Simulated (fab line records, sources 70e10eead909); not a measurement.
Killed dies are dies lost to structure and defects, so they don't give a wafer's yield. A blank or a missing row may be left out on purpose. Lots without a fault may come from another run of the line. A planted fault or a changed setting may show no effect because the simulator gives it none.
Which tool did it? | flow nand_harc | 7 lots, 21 wafers sampled, at 2 steps of a route of 1302

WHAT THE GAUGES READ, wafer by wafer
NHARC_A_BONDPAD_THK_MEAS_20: measures by xrf.
lot  | measured     | on            | thk_nm (nm)
L926 | day 24 01:00 | film_metro-01 | 172.9 169.1 171.4
L930 | day 25 17:20 | film_metro-01 | 170.4 171.3 169.1
L932 | day 26 15:29 | film_metro-01 | 174.5 168.3 170.3
L937 | day 28 03:58 | film_metro-02 | 168.0 167.9 170.7
L940 | day 29 18:53 | film_metro-01 | 167.9 171.7 170.2
L942 | day 31 02:19 | film_metro-02 | 171.2 167.6 167.8

WHICH TOOL RAN EACH LOT (tool, then ch and the chambers of the sampled wafers, then the start)
lot  | NHARC_A_M0_DEP_00
L926 | pecvd-04 ch 1,2, day 23 12:58
L930 | pecvd-02 ch 0,1, day 25 05:17
L932 | pecvd-02 ch 1, day 26 03:31
L937 | pecvd-01 ch 0,2, day 27 15:39
L940 | pecvd-02 ch 0,1, day 29 06:29
L942 | pecvd-02 ch 1,2, day 30 14:14
L945 | pecvd-04 ch 0,1, day 31 11:16
- NHARC_A_M0_DEP_00: deposits SiOC, target thk 150 nm.

THE ANSWER, worked out from the rows above alone
Rule: what is usual is taken from the lots themselves. Put in order of their means at a reading, lots are off if they are a third of the lots or fewer, leave a main group of 4 or more, and stand apart from it by a gap of 3 or more times the standard deviation of the main group's means; of several such gaps the widest counts. A main group whose means are all the same, to the digits that the tables above print for the reading, isn't used. A lot without any number at a reading at which 4 lots or more have one is off too. The other lots that the step has rows for count as sound.
No lot is off at any reading shown: from this, nothing can be told.

WHAT THE SIMULATOR HAD PUT IN
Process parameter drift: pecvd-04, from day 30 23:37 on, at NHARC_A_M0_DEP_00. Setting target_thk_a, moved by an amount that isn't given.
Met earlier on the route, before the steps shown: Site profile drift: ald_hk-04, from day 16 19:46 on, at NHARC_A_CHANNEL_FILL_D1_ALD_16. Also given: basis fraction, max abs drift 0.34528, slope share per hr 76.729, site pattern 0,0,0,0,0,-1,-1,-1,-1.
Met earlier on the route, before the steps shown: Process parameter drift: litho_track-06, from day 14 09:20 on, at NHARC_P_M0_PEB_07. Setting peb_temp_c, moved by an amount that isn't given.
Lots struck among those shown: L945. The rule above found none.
